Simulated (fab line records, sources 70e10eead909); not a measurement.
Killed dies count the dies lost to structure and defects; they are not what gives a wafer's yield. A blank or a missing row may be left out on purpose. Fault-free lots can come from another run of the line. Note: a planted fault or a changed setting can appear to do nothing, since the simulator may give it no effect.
What tool caused it? | flow nandHarc | Sampling: 6 lots, 17 wafers, 5 of 1302 route steps

== WHAT EACH GAUGE READ, for each wafer ==
NHARC_END_SORT_01.
lot  | measured     | on        | killedAtArray
L424 | day 29 07:11 | prober-02 | 63 75 67
L425 | day 29 03:34 | prober-01 | 40 38 44

== WHICH TOOL RAN EACH LOT (tool, then ch and the chambers of the sampled wafers, then the start) ==
lot  | NHARC_A_STAIRCASE_ETCHBACK_157    | NHARC_A_STAIRCASE_DEP_471       | NHARC_A_STAIRCASE_CMP_472     | NHARC_A_SGD_CUT_CMP_21
L418 | rieDiel-12 ch 2,3, day 20 08:15   | pecvd-04 ch 0,2, day 20 08:42   | cmp-01 ch 1,2,3, day 20 09:01 | cmp-01 ch 0,1,2, day 20 16:28
L420 | rieDiel-05 ch 1,3, day 21 09:43   | pecvd-01 ch 0,1, day 21 09:58   | cmp-01 ch 0,3, day 21 10:14   | cmp-04 ch 0,2,3, day 21 20:28
L424 | rieDiel-05 ch 0,2, day 23 15:29   | pecvd-01 ch 1,2, day 23 15:49   | cmp-02 ch 1,2,3, day 23 16:02 | cmp-03 ch 0,2, day 24 01:27
L425 | rieDiel-12 ch 0,1,2, day 23 15:50 | pecvd-04 ch 0,1,2, day 23 16:07 | cmp-03 ch 0,1,3, day 23 16:23 | cmp-01 ch 0,2,3, day 24 01:29
L432 | rieDiel-06 ch 0,3, day 26 02:13   | pecvd-03 ch 0,1, day 26 02:33   | cmp-03 ch 0,3, day 26 02:47   | cmp-03 ch 0,3, day 26 09:52
L436 | rieDiel-06 ch 0,1,2, day 27 11:02 | pecvd-01 ch 0,2, day 27 11:19   | cmp-01 ch 1,2, day 27 11:34   | cmp-04 ch 0,1,2, day 27 16:54
- NHARC_A_STAIRCASE_ETCHBACK_157: etches the open film in CH3F/O2, target depth 90 nm, time 167.14 s.
- NHARC_A_STAIRCASE_DEP_471: deposits SiO2, target thk 100 nm.
- NHARC_A_STAIRCASE_CMP_472: polishes SiO2.
- NHARC_A_SGD_CUT_CMP_21: polishes, target thk 148.19 nm.

== THE ANSWER, worked out from the rows above alone ==
Rule: the lots themselves supply what counts as usual. The widest of any qualifying gaps counts: lots, ordered by their means at a reading, are off when they make up no more than a third of the lots, leave a main group of 4 or more, and stand apart from it by 3 or more times the standard deviation of that group's means. A main group is skipped when, at the precision printed for the reading in the tables above, its means are all equal. Also off: a lot with no number at a reading for which 4 or more lots have one. All remaining lots with rows at the step are treated as sound.
No lot is off on any of the readings shown, so nothing can be concluded from this.

== WHAT THE SIMULATOR HAD INSERTED ==
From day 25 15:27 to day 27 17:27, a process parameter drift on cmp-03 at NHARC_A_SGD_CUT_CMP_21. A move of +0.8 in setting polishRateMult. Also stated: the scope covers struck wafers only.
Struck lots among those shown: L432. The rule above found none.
